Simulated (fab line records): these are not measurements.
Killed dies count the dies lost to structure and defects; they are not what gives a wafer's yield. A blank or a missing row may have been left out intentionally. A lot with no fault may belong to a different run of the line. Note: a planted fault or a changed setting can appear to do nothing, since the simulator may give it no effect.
Comparing a struck lot with a sound one / flow nandHarc / 14 steps out of a route of 1159
Sound: the wafers L600.1, L600.4, L600.5. Struck: wafer L607.2. (L607.3, L607.5 of the same lot were not struck and are left out.) The cause comes at the end.
Order at every step that has rows: each side's tool, ch and its chambers, its first start. Under that, the readings that differ: sound wafers / struck wafers / difference of the means / sigmas: that difference in standard deviations of wafers without a fault.
alike: same words and numbers on both sides, and readings whose means sit less than 2 such deviations apart. not compared: any withheld reading, any reading some wafer has no value for, any bound like >300 that may hide the same value, and any number with overlapping values for which the record gives no deviation.
Wherever a step has rows on one side only, a row that says differs or no value, or a row with sigmas, the two part there. When numbers do not overlap yet have no deviation, they are printed without sigmas and do not part them. A reading that every wafer of one side lacks parts them only if that side has two wafers or more.

NHARC_P_M2_INSPECT_27:
  sound: defectInspect-01 at day 7 12:15; struck: defectInspect-02 at day 9 19:14
  alike: rawDefectCount
NHARC_P_M2_PRE_CLEAN_32: time 12 s.
  sound on pecvd-03 ch 1,2, day 7 12:19; struck on pecvd-02 ch 0, day 9 19:17
  alike: heaterPowerW, rfFwdPowerW
  not compared: sinceWetCleanH
NHARC_P_M2_DEP_33: deposits SiCN, target thk 30 nm.
  sound on pecvd-03 ch 1,2, day 7 12:24; struck on pecvd-02 ch 0, day 9 19:22
  alike: heaterPowerW, rfFwdPowerW, showerheadVppV
  not compared: sinceWetCleanH
NHARC_P_BONDPAD_DEP_00: deposits SiCN, target thk 250 nm.
  sound on pecvd-04 ch 0,1, day 7 12:59; struck on pecvd-04 ch 2, day 9 19:49
reading=heaterPowerW (W); sound=612 607 529; struck=459; difference=-124; sigmas=-2
  alike: rfFwdPowerW, showerheadVppV
  not compared: sinceWetCleanH
NHARC_P_BONDPAD_CMP_32: polishes SiCN, target thk 200 nm.
  sound on cmp-04 ch 0,2,3, day 7 13:24; struck on cmp-04 ch 3, day 9 20:13
  alike: motorCurrentA, slurryFlowMlMin
NHARC_P_BONDPAD_THK_MEAS_33: measures by ellipsometry.
  sound: filmMetro-02 at day 7 13:36; struck: filmMetro-01 at day 9 20:29
  alike: thkNm
then, 5 steps without rows for these wafers: NHARC_P_BONDPAD_SRD_34; NHARC_P_BONDPAD_DEHYDRATE_01 (time 120 s); NHARC_P_BONDPAD_HMDS_02 (time 30 s); NHARC_P_BONDPAD_COAT_36 (time 65 s); NHARC_P_BONDPAD_COAT_03 (resist thk 600 nm).
NHARC_P_BONDPAD_SOFTBAKE_04: time 70 s.
  sound on lithoTrack-05 ch 0, day 7 13:00; struck on lithoTrack-05 ch 0, day 9 20:00
reading=heaterPowerTotalW (W); sound=201.4 198.9 202.4; struck=206.8; difference=+5.9; sigmas=+5
next, for these wafers, 1 step has no rows: NHARC_P_BONDPAD_EBR_05.
-- break in the record here, with 13 days between the starts of the struck wafers on either side (left off in module P_BONDPAD, picked up again in module END, where the first step shown is number 1159 on the route) --
NHARC_END_SORT_01:
  sound on prober-01 ch 0, day 20 14:34; struck on prober-02 ch 0, day 22 10:53
  alike: defectLimitedYield, killedAtArray, killedAtOther, killedAtPeriphery, killedDies, killedOpen, killedShort, sort_bin_2_pct, sort_bin_3_pct, sort_bin_4_pct, sortNPass, sortRimYieldPct, sortYieldPct

== WHERE THEY PART ==
Earliest at NHARC_P_BONDPAD_DEP_00; latest, in this record, at NHARC_P_BONDPAD_SOFTBAKE_04. Later steps at which nothing parts them and some readings are alike: NHARC_END_SORT_01.

WHY: what the simulator had put in
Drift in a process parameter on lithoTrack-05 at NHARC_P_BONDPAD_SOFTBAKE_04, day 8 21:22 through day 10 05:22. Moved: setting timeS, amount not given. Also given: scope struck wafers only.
